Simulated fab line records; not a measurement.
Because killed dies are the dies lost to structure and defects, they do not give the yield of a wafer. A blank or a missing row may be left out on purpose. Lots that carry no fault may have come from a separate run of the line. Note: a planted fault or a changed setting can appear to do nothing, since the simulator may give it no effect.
Which tool is to blame? / flow n5 finfet / Sampling: 8 lots, 24 wafers, 9 of 1938 route steps

== WHAT THE GAUGES READ, wafer by wafer ==
N5_DUMMY_GATE_CD_MEAS_24 targets a cd of 15 nm.
lot=L891; measured=day 4 16:42; on=cd sem-02; cd nm (nm)=15.4 15.1 15.4
lot=L892; measured=day 4 23:31; on=cd sem-03; cd nm (nm)=15.3 15.6 15.5
lot=L894; measured=day 5 12:47; on=cd sem-02; cd nm (nm)=15.0 15.8 15.3
lot=L901; measured=day 7 07:44; on=cd sem-01; cd nm (nm)=15.0 15.1 15.0
lot=L903; measured=day 7 23:41; on=cd sem-03; cd nm (nm)=14.9 15.2 15.7
lot=L905; measured=day 8 09:47; on=cd sem-02; cd nm (nm)=14.8 15.2 15.6
lot=L906; measured=day 8 11:53; on=cd sem-01; cd nm (nm)=15.4 15.6 15.1
lot=L907; measured=day 8 17:25; on=cd sem-03; cd nm (nm)=15.1 15.7 15.2

N5_DUMMY_GATE_INSPECT_27: inspects for defects (brightfield).
lot=L891; measured=day 4 17:01; on=defect inspect-01; raw defect count=313 363 239
lot=L892; measured=day 4 23:47; on=defect inspect-01; raw defect count=234 280 405
lot=L894; measured=day 5 13:16; on=defect inspect-02; raw defect count=254 493 401
lot=L901; measured=day 7 08:01; on=defect inspect-01; raw defect count=233 808 339
lot=L903; measured=day 7 23:58; on=defect inspect-01; raw defect count=806 235 230
lot=L905; measured=day 8 10:05; on=defect inspect-01; raw defect count=309 312 341
lot=L906; measured=day 8 12:14; on=defect inspect-02; raw defect count=327 377 298
lot=L907; measured=day 8 17:42; on=defect inspect-01; raw defect count=464 291 355

N5_SPACER0_INSPECT_04: inspects for defects (darkfield).
lot=L891; measured=day 4 18:39; on=defect inspect-01; raw defect count=128 149 97
lot=L892; measured=day 5 00:24; on=defect inspect-01; raw defect count=115 135 188
lot=L894; measured=day 5 13:53; on=defect inspect-02; raw defect count=109 213 140
lot=L901; measured=day 7 08:37; on=defect inspect-01; raw defect count=106 658 153
lot=L903; measured=day 8 00:35; on=defect inspect-02; raw defect count=665 137 119
lot=L905; measured=day 8 10:42; on=defect inspect-02; raw defect count=161 154 154
lot=L906; measured=day 8 12:51; on=defect inspect-02; raw defect count=137 152 131
lot=L907; measured=day 8 20:02; on=defect inspect-02; raw defect count=217 127 158

N5_SD_EPI_N_INSPECT_11: inspects for defects (macro).
lot=L891; measured=day 4 18:59; on=defect inspect-01; raw defect count=1 3 0
lot=L892; measured=day 5 00:51; on=defect inspect-02; raw defect count=1 2 1
lot=L894; measured=day 5 14:20; on=defect inspect-02; raw defect count=1 2 3
lot=L901; measured=day 7 09:04; on=defect inspect-01; raw defect count=1 >300 3
lot=L903; measured=day 8 01:02; on=defect inspect-02; raw defect count=>300 1 3
lot=L905; measured=day 8 11:09; on=defect inspect-02; raw defect count=2 4 2
lot=L906; measured=day 8 13:18; on=defect inspect-01; raw defect count=4 4 1
lot=L907; measured=day 8 20:29; on=defect inspect-01; raw defect count=4 1 4

N5_SD_EPI_N_INSPECT_26: inspects for defects (darkfield).
lot=L891; measured=day 5 02:06; on=defect inspect-02; raw defect count=188 239 198
lot=L892; measured=day 5 04:50; on=defect inspect-02; raw defect count=180 221 246
lot=L894; measured=day 5 19:38; on=defect inspect-02; raw defect count=170 297 201
lot=L901; measured=day 7 14:47; on=defect inspect-01; raw defect count=190 712 198
lot=L903; measured=day 8 05:10; on=defect inspect-01; raw defect count=771 141 252
lot=L905; measured=day 8 19:36; on=defect inspect-02; raw defect count=220 194 210
lot=L906; measured=day 8 19:23; on=defect inspect-02; raw defect count=171 199 200
lot=L907; measured=day 9 00:32; on=defect inspect-01; raw defect count=276 201 218

N5_BEOL_M4_RC_MEAS_101.
lot=L891; measured=day 10 06:46; on=prober-01; DIBL_N (mV/V)=34.0 35.1 34.4; DIBL_P (mV/V)=34.3 34.7 34.0; IOFF_N (nA/um)=0.135 0.151 0.135; IOFF_P (nA/um)=0.19 0.20 0.19; ION_N (uA/um)=681 682 681; ION_P (uA/um)=471 466 467; SS_N (mV/dec)=70.8 70.5 70.9; SS_P (mV/dec)=72.8 72.7 71.7; VT_N (mV)=251 246 252; VT_P (mV)=-250 -248 -250
lot=L892; measured=day 10 07:54; on=prober-01; DIBL_N (mV/V)=33.5 35.2 35.6; DIBL_P (mV/V)=32.2 35.0 34.7; IOFF_N (nA/um)=0.094 0.133 0.128; IOFF_P (nA/um)=0.16 0.20 0.20; ION_N (uA/um)=647 670 664; ION_P (uA/um)=456 468 464; SS_N (mV/dec)=71.0 70.8 70.7; SS_P (mV/dec)=72.5 73.1 72.9; VT_N (mV)=258 251 252; VT_P (mV)=-253 -251 -253
lot=L894; measured=day 11 01:06; on=prober-02; DIBL_N (mV/V)=33.6 33.6 34.0; DIBL_P (mV/V)=32.8 33.8 34.8; IOFF_N (nA/um)=0.111 0.130 0.126; IOFF_P (nA/um)=0.17 0.20 0.20; ION_N (uA/um)=659 674 656; ION_P (uA/um)=452 474 458; SS_N (mV/dec)=70.7 70.3 71.2; SS_P (mV/dec)=71.5 72.5 72.3; VT_N (mV)=256 249 255; VT_P (mV)=-253 -250 -248
lot=L901; measured=day 13 03:14; on=prober-01; DIBL_N (mV/V)=35.8 34.0 37.7; DIBL_P (mV/V)=35.4 33.6 37.9; IOFF_N (nA/um)=0.139 0.103 0.166; IOFF_P (nA/um)=0.19 0.17 0.23; ION_N (uA/um)=667 641 659; ION_P (uA/um)=461 449 453; SS_N (mV/dec)=71.4 71.2 71.9; SS_P (mV/dec)=72.9 73.1 73.5; VT_N (mV)=256 257 251; VT_P (mV)=-252 -254 -252
lot=L903; measured=day 13 14:29; on=prober-01; DIBL_N (mV/V)=35.4 35.7 33.4; DIBL_P (mV/V)=36.6 36.8 34.4; IOFF_N (nA/um)=0.162 0.163 0.128; IOFF_P (nA/um)=0.20 0.20 0.16; ION_N (uA/um)=679 680 675; ION_P (uA/um)=462 464 462; SS_N (mV/dec)=71.3 70.8 69.8; SS_P (mV/dec)=73.0 73.5 72.7; VT_N (mV)=248 248 250; VT_P (mV)=-253 -254 -256
lot=L905; measured=day 13 16:16; on=prober-01; DIBL_N (mV/V)=36.1 36.3 35.4; DIBL_P (mV/V)=34.9 35.3 35.1; IOFF_N (nA/um)=0.148 0.159 0.150; IOFF_P (nA/um)=0.18 0.19 0.19; ION_N (uA/um)=668 676 662; ION_P (uA/um)=454 462 461; SS_N (mV/dec)=71.4 71.4 71.5; SS_P (mV/dec)=73.0 73.0 73.4; VT_N (mV)=251 248 247; VT_P (mV)=-255 -253 -252
lot=L906; measured=day 13 19:15; on=prober-02; DIBL_N (mV/V)=36.9 35.1 37.1; DIBL_P (mV/V)=37.1 34.1 36.7; IOFF_N (nA/um)=0.151 0.120 0.148; IOFF_P (nA/um)=0.21 0.18 0.22; ION_N (uA/um)=667 663 658; ION_P (uA/um)=460 465 456; SS_N (mV/dec)=71.1 71.8 71.5; SS_P (mV/dec)=73.5 72.4 73.8; VT_N (mV)=248 254 250; VT_P (mV)=-249 -250 -248
lot=L907; measured=day 13 23:03; on=prober-01; DIBL_N (mV/V)=36.4 35.1 34.8; DIBL_P (mV/V)=36.2 34.7 33.9; IOFF_N (nA/um)=0.156 0.147 0.126; IOFF_P (nA/um)=0.21 0.19 0.17; ION_N (uA/um)=663 675 657; ION_P (uA/um)=459 458 457; SS_N (mV/dec)=71.5 70.4 70.7; SS_P (mV/dec)=73.0 72.8 72.9; VT_N (mV)=250 249 252; VT_P (mV)=-249 -250 -255

== WHICH TOOL RAN EACH LOT (tool, then ch and the chambers of the sampled wafers, then the start) ==
lot=L891; N5_DUMMY_GATE_ETCH_32=rie si-03 ch 1,2,3, day 4 16:29; N5_DUMMY_GATE_ETCH_44=rie si-03 ch 1,2,3, day 4 16:35; N5_SPACER0_ALD_08=ald sin-03 ch 2,3, day 4 18:30
lot=L892; N5_DUMMY_GATE_ETCH_32=rie si-02 ch 0,2,3, day 4 23:19; N5_DUMMY_GATE_ETCH_44=rie si-02 ch 0,2,3, day 4 23:24; N5_SPACER0_ALD_08=ald sin-02 ch 0,3, day 5 00:14
lot=L894; N5_DUMMY_GATE_ETCH_32=rie si-03 ch 0,1,2, day 5 12:35; N5_DUMMY_GATE_ETCH_44=rie si-03 ch 0,1,2, day 5 12:41; N5_SPACER0_ALD_08=ald sin-01 ch 0,1,3, day 5 13:43
lot=L901; N5_DUMMY_GATE_ETCH_32=rie si-03 ch 1,2,3, day 7 07:32; N5_DUMMY_GATE_ETCH_44=rie si-03 ch 1,2,3, day 7 07:37; N5_SPACER0_ALD_08=ald sin-02 ch 0,3, day 7 08:28
lot=L903; N5_DUMMY_GATE_ETCH_32=rie si-03 ch 2,3, day 7 23:29; N5_DUMMY_GATE_ETCH_44=rie si-03 ch 2,3, day 7 23:35; N5_SPACER0_ALD_08=ald sin-03 ch 0,2,3, day 8 00:25
lot=L905; N5_DUMMY_GATE_ETCH_32=rie si-01 ch 0,2,3, day 8 09:35; N5_DUMMY_GATE_ETCH_44=rie si-01 ch 0,2,3, day 8 09:41; N5_SPACER0_ALD_08=ald sin-02 ch 0,1,3, day 8 10:32
lot=L906; N5_DUMMY_GATE_ETCH_32=rie si-02 ch 0,2, day 8 11:41; N5_DUMMY_GATE_ETCH_44=rie si-02 ch 0,2, day 8 11:46; N5_SPACER0_ALD_08=ald sin-01 ch 1,3, day 8 12:41
lot=L907; N5_DUMMY_GATE_ETCH_32=rie si-02 ch 0,1,3, day 8 17:13; N5_DUMMY_GATE_ETCH_44=rie si-02 ch 0,1,3, day 8 17:19; N5_SPACER0_ALD_08=ald sin-03 ch 0,2,3, day 8 19:53
- N5_DUMMY_GATE_ETCH_32: etches SiO2 in CF4, target depth 3.5 nm, time 3.9 s.
- N5_DUMMY_GATE_ETCH_44: etches poly-Si in HBr/O2, stops on SiO2, target depth 127.5 nm.
- N5_SPACER0_ALD_08: deposits SiNx, target thk 2 nm.

== AS READ BY THE TOOLS THEMSELVES (means over the sampled wafers that have a number; for cases with no such wafer, the mark the record gives instead) ==
N5_DUMMY_GATE_ETCH_32.
lot=L891; tool=rie si-03; chamber pressure mTorr (mTorr)=10.015; drypump motor current A (A)=5.8; oes product au (a.u.)=1.003; throttle valve pct (%)=21.6
lot=L892; tool=rie si-02; chamber pressure mTorr (mTorr)=10.005; drypump motor current A (A)=6.1; oes product au (a.u.)=1.003; throttle valve pct (%)=21.9
lot=L894; tool=rie si-03; chamber pressure mTorr (mTorr)=9.997; drypump motor current A (A)=6.0; oes product au (a.u.)=1.019; throttle valve pct (%)=21.9
lot=L901; tool=rie si-03; chamber pressure mTorr (mTorr)=9.998; drypump motor current A (A)=5.7; oes product au (a.u.)=1.006; throttle valve pct (%)=21.6
lot=L903; tool=rie si-03; chamber pressure mTorr (mTorr)=9.999; drypump motor current A (A)=5.8; oes product au (a.u.)=1.002; throttle valve pct (%)=21.4
lot=L905; tool=rie si-01; chamber pressure mTorr (mTorr)=10.011; drypump motor current A (A)=5.8; oes product au (a.u.)=1.002; throttle valve pct (%)=21.9
lot=L906; tool=rie si-02; chamber pressure mTorr (mTorr)=9.998; drypump motor current A (A)=5.9; oes product au (a.u.)=1.002; throttle valve pct (%)=22.1
lot=L907; tool=rie si-02; chamber pressure mTorr (mTorr)=9.993; drypump motor current A (A)=5.9; oes product au (a.u.)=1.001; throttle valve pct (%)=21.8

N5_DUMMY_GATE_ETCH_44.
lot=L891; tool=rie si-03; chamber pressure mTorr (mTorr)=20.007; drypump motor current A (A)=5.7; oes product au (a.u.)=0.725; throttle valve pct (%)=18.34
lot=L892; tool=rie si-02; chamber pressure mTorr (mTorr)=19.992; drypump motor current A (A)=6.1; oes product au (a.u.)=0.714; throttle valve pct (%)=18.57
lot=L894; tool=rie si-03; chamber pressure mTorr (mTorr)=19.990; drypump motor current A (A)=6.0; oes product au (a.u.)=0.738; throttle valve pct (%)=18.56
lot=L901; tool=rie si-03; chamber pressure mTorr (mTorr)=19.996; drypump motor current A (A)=5.8; oes product au (a.u.)=0.733; throttle valve pct (%)=18.35
lot=L903; tool=rie si-03; chamber pressure mTorr (mTorr)=20.023; drypump motor current A (A)=5.8; oes product au (a.u.)=0.728; throttle valve pct (%)=18.21
lot=L905; tool=rie si-01; chamber pressure mTorr (mTorr)=20.011; drypump motor current A (A)=5.8; oes product au (a.u.)=0.732; throttle valve pct (%)=18.53
lot=L906; tool=rie si-02; chamber pressure mTorr (mTorr)=19.986; drypump motor current A (A)=5.8; oes product au (a.u.)=0.720; throttle valve pct (%)=18.71
lot=L907; tool=rie si-02; chamber pressure mTorr (mTorr)=20.005; drypump motor current A (A)=5.9; oes product au (a.u.)=0.722; throttle valve pct (%)=18.45

N5_SPACER0_ALD_08.
lot=L891; tool=ald sin-03; heater power w (W)=888
lot=L892; tool=ald sin-02; heater power w (W)=840
lot=L894; tool=ald sin-01; heater power w (W)=916
lot=L901; tool=ald sin-02; heater power w (W)=794
lot=L903; tool=ald sin-03; heater power w (W)=816
lot=L905; tool=ald sin-02; heater power w (W)=819
lot=L906; tool=ald sin-01; heater power w (W)=919
lot=L907; tool=ald sin-03; heater power w (W)=810

== THE ANSWER, worked out from the rows above alone ==
Rule: the lots themselves supply what counts as usual. The widest of any qualifying gaps counts: lots, ordered by their means at a reading, are off when they make up no more than a third of the lots, leave a main group of 4 or more, and stand apart from it by 3 or more times the standard deviation of that group's means. The tables above print the reading to a certain number of digits; a main group whose means all agree to those digits is not used. A lot without any number at a reading at which 4 lots or more have one is off too. Any other lot the step has rows for is counted as sound. First the gauges in route order, then the tools' own readings, where a lot's mean is used as printed above. At the first step where some lot is off, the reading lying furthest off is the one used; lots without a number count as furthest.
Off: L901, L903 (N5_SPACER0_INSPECT_04, raw defect count). For the main group the mean is 148 and the standard deviation 13.
A tool fits if, at a process step before that reading, it ran every lot that is off, and no sound lot after the first of them. The gauges at N5_SPACER0_INSPECT_04 are tried like those tools. One candidate fits, namely rie si-03 at N5_DUMMY_GATE_ETCH_32 and N5_DUMMY_GATE_ETCH_44. At N5_DUMMY_GATE_ETCH_32 its last sound lot is L894 (day 5 12:35), its first lot that is off L901 (day 7 07:32): a fault that began between those two fits.

== WHAT WAS PUT IN BY THE SIMULATOR ==
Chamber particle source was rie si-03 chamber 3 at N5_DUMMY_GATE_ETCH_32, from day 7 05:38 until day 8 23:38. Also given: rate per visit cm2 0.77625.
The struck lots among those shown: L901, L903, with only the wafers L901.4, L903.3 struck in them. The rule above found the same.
